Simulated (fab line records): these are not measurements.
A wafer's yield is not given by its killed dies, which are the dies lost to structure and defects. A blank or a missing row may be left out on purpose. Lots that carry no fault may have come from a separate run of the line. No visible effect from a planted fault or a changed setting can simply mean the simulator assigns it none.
Chamber matching ; flow n5-finfet ; N5_BEOL_M12_ILD_DEP_00 on pecvd-04 has 3 sister chambers
The step deposits SiOC from DEMS/O2, target thk 658.92 nm, time 130.7 s. 3 wafers are shown with their chamber, then 11 later ones without.

WAFERS WITH THEIR CHAMBER
wafer;chamber;throttle-valve-pct (%)
L087.4;2;11.3
L087.5;0;13.2
L088.2;1;11.7

WAFERS WITHOUT THEIR CHAMBER
wafer;throttle-valve-pct (%)
L088.4;11.9
L088.6;13.0
L094.4;13.0
L094.5;10.8
L094.6;11.8
L095.2;12.1
L095.3;13.1
L095.5;10.7
L096.1;12.1
L096.2;13.1
L096.3;11.1

WHICH CHAMBER EACH ONE RAN IN
wafer;from the rows above;in truth
L088.4;can't be placed: 1 or 2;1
L088.6;0;0
L094.4;0;0
L094.5;can't be placed: 2 or 1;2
L094.6;can't be placed: 1 or 2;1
L095.2;can't be placed: 1 or 2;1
L095.3;0;0
L095.5;can't be placed: 2 or 1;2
L096.1;can't be placed: 1 or 2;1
L096.2;0;0
L096.3;can't be placed: 2 or 1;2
Correct placement for 4 of the 11. These rows do not allow placing 7 (true chamber among the candidates in 7). Wrongly placed: 0.
How it was worked out, from the rows above alone: a wafer's distance from a chamber is the root of the sum, over the readings, of the square of ((its reading less the chamber's mean) divided by the reading's scatter). The wafer belongs to the nearest chamber; if the next one is less than 2 further off, it can't be placed. The mean given for a chamber averages the wafers shown for that chamber. The scatter (one wafer shown for each chamber): square how far every hidden wafer sits from the nearest shown wafer, average those squares and take the square root.
